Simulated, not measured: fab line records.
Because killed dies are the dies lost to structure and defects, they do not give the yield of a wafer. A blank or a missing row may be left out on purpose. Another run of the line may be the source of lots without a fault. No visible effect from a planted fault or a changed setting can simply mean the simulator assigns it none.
A struck lot beside a sound one ; flow n5-finfet ; 44 out of 1938 route steps
Sound: wafers L714.1, L714.4, L714.5. Struck: wafer L721.1 (left out: L721.3, a lot-mate that was not struck); the cause follows at the end.
Order at every step that has rows: each side's tool, ch and its chambers, its first start. Under that, the readings that differ: sound wafers ; struck wafers ; difference of the means ; sigmas: that difference in standard deviations of wafers without a fault.
alike: words and numbers the same on both sides, and readings whose means are apart by under 2 such deviations; not compared: readings that were withheld, readings missing a value for some wafer, numbers with overlapping values and no deviation given by the record, and bounds like >300 which may hide the same value.
Wherever a step has rows on one side only, a row that says differs or no value, or a row with sigmas, the two part there. Numbers that have no deviation but don't overlap get no sigmas and don't part them. A reading that every wafer of one side lacks parts them only if that side has two wafers or more.

first, 3 steps without rows for these wafers: N5_GATE_CUT_ETCHBACK_00 (etches W in SF6/Cl2); N5_GATE_CUT_ETCH_56 (etches TiN in Cl2/Ar, target depth 21.6 nm); N5_GATE_CUT_ETCHBACK_30 (etches TiN in Cl2/Ar, target depth 3 nm).
N5_GATE_CUT_VAPOR_ETCH_60: etches HfO2 in BCl3/Cl2.
  sound on rie-metal-01 ch 0,1, day 4 20:45; struck on rie-metal-01 ch 1, day 6 15:11
  alike: drypump-motor-current-A, oes-product-au
then, 7 steps without rows for these wafers: N5_GATE_CUT_ETCH_58 (etches SiNx in CH3F/O2, target depth 17 nm, time 128.6 s); N5_GATE_CUT_STRIP_59 (strips in N2/H2, time 20 s); N5_GATE_CUT_PRECLEAN_31 (cleans in DIW, time 300 s); N5_GATE_CUT_SRD_32 (time 30 s); N5_GATE_CUT_SAC_CAP_01 (material SiNx, target thk 24 nm, pulse time 1 s, ald cycles 480); N5_GATE_CUT_PECVD_57 (deposits SiNx from SiH4/NH3/N2, target thk 21 nm); N5_GATE_CUT_CMP_02 (polishes, stops on SiO2, t overpolish 12.7 s, target thk 0 nm).
N5_GATE_CUT_HM_DEP_46: deposits SiO2 from TEOS/O2, target thk 130 nm, time 26.6 s.
  sound on pecvd-04 ch 1,2, day 4 23:44; struck on pecvd-01 ch 2, day 6 18:10
reading;sound;struck;difference;sigmas
model.SiO2_of_GATE_CUT_HM_DEP_46.thk-nm (nm);129.6 132 128.6;141.6;+11.5;
  alike: heater-power-outer-w, heater-power-w, showerhead-plenum-p-Torr, throttle-valve-pct
then, 9 steps without rows for these wafers: N5_GATE_CUT_COAT_34 (time 60 s, resist thk 60 nm); N5_GATE_CUT_COAT_35 (time 60 s, resist thk 10 nm); N5_GATE_CUT_COAT_27 (time 60 s, resist thk 10 nm); N5_GATE_CUT_COAT_07 (resist thk 30 nm); N5_GATE_CUT_EBR_09; N5_GATE_CUT_SOFTBAKE_08 (time 60 s); N5_GATE_CUT_EXPOSE_10 (exposes mask GATE CUT, target cd 20 nm); N5_GATE_CUT_PEB_11 (peb time 60 s); N5_GATE_CUT_DEVELOP_12 (develop time 30 s).
N5_GATE_CUT_CD_MEAS_13 targets a cd of 20 nm.
  sound on cd-sem-01 ch 0, day 5 00:05; struck on cd-sem-01 ch 0, day 6 18:29
  alike: cd-nm
N5_GATE_CUT_OVL_MEAS_14:
  sound on overlay-02 ch 0, day 5 00:07; struck on overlay-02 ch 0, day 6 18:31
  alike: GATE_CUT_OVL
N5_GATE_CUT_INSPECT_15: inspects for defects (brightfield).
  sound on defect-inspect-02 at day 5 00:10; struck on defect-inspect-01 at day 6 18:35
  alike: raw-defect-count
then, 6 steps without rows for these wafers: N5_GATE_CUT_DESCUM_18 (chemistry O2, time 7 s); N5_GATE_CUT_ETCH_28 (etches underlayer in N2/H2, target depth 13 nm, time 10.4 s); N5_GATE_CUT_ETCH_36 (etches SiARC in CF4, target depth 13 nm, time 21.7 s); N5_GATE_CUT_ETCH_37 (etches SOC in N2/H2, target depth 60 nm, overetch 12 nm, time 90 s); N5_GATE_CUT_STRIP_38 (strips in N2/H2); N5_GATE_CUT_STRIP_39 (strips in N2/H2).
N5_GATE_CUT_HM_OPEN_40: chemistry C4F6/O2, target SiO2, target depth 139 nm, time 85.1 s.
  sound on rie-diel-05 ch 1,2, day 5 00:23; struck on rie-diel-01 ch 0, day 6 18:47
reading;sound;struck;difference;sigmas
etch-rf-on-time-s (s);95.7 94.9 95.7;103.8;+8.4;+3
model.etch.depth-nm (nm);129.5 132 128.5;141.6;+11.6;
model.SOC_of_GATE_CUT_COAT_34.thk-nm (nm);33.2 33 33.4;31;-2;
  alike: chamber-pressure-mTorr, drypump-motor-current-A, oes-product-au, rf-vpp-V, showerhead-plenum-p-Torr, throttle-valve-pct
  not compared: rf-hours-counter-h
then, 1 step without rows for these wafers: N5_GATE_CUT_STRIP_41 (strips in CF4).
N5_GATE_CUT_STRIP_42: strips in O2.
  sound on rie-diel-05 ch 1,2, day 5 00:28; struck on rie-diel-01 ch 0, day 6 18:52
reading;sound;struck;difference;sigmas
showerhead-plenum-p-Torr (Torr);2.14 2.15 2.14;2.06;-0.08;-2
  alike: chamber-pressure-mTorr, drypump-motor-current-A, oes-product-au, rf-vpp-V, throttle-valve-pct
  not compared: rf-hours-counter-h
then, 1 step without rows for these wafers: N5_GATE_CUT_ETCH_19 (etches SiNx in CH3F/O2, target depth 53.7 nm, time 76.7 s).
N5_GATE_CUT_CUT_ETCH_53: etches W in SF6/Cl2, target depth 79.2 nm.
  sound on rie-metal-01 ch 0, day 5 00:37; struck on rie-metal-01 ch 0, day 6 19:01
reading;sound;struck;difference;sigmas
chamber-pressure-mTorr (mTorr);8.014 8.005 7.991;7.987;-0.016;-2
  alike: drypump-motor-current-A, etch-rf-on-time-s, oes-product-au, throttle-valve-pct
  not compared: rf-hours-counter-h
N5_GATE_CUT_CUT_ETCH_54: etches TiN in Cl2/BCl3, target depth 96.7 nm.
  sound on rie-metal-01 ch 0, day 5 00:40; struck on rie-metal-01 ch 0, day 6 19:04
  alike: chamber-pressure-mTorr, drypump-motor-current-A, etch-rf-on-time-s, oes-product-au, throttle-valve-pct
  not compared: rf-hours-counter-h
then, 2 steps without rows for these wafers: N5_GATE_CUT_CUT_ETCH_55 (etches HfO2 in BCl3, target depth 3.2 nm); N5_GATE_CUT_ETCH_47 (etches SiO2 in Cl2/BCl3, target depth 10 nm).
N5_GATE_CUT_VAPOR_ETCH_48: etches TiN in BCl3/Cl2.
  sound on rie-metal-01 ch 0, day 5 00:47; struck on rie-metal-01 ch 0, day 6 19:11
  alike: drypump-motor-current-A, oes-product-au
then, 2 steps without rows for these wafers: N5_GATE_CUT_VAPOR_ETCH_49 (etches TiAlC in BCl3/Cl2); N5_GATE_CUT_VAPOR_ETCH_51 (etches HfO2 in BCl3/Cl2).
N5_GATE_CUT_THK_MEAS_24:
  sound on film-metro-01 at day 5 03:03; struck on film-metro-02 at day 6 21:15
reading;sound;struck;difference;sigmas
GC_FILL_THK (nm);217.9 221.7 217.9;231.7;+12.5;+6
N5_GATE_CUT_CMP_43: polishes SiO2.
  sound on cmp-03 ch 1,3, day 5 03:05; struck on cmp-01 ch 1, day 6 21:26
reading;sound;struck;difference;sigmas
motor-current-A (A);11.1 13.9 11.0;14.4;+2.4;+2
model.SiO2_of_GATE_CUT_HM_DEP_46.thk-nm (nm);5 5.2 5;5.6;+0.5;
next, for these wafers, 1 step has no rows: N5_PASSIVATION_PROBE_49.

WHERE THEY PART
Last at N5_GATE_CUT_CMP_43 as far as this record goes, first at N5_GATE_CUT_HM_OPEN_40.

WHY: what had been put in by the simulator
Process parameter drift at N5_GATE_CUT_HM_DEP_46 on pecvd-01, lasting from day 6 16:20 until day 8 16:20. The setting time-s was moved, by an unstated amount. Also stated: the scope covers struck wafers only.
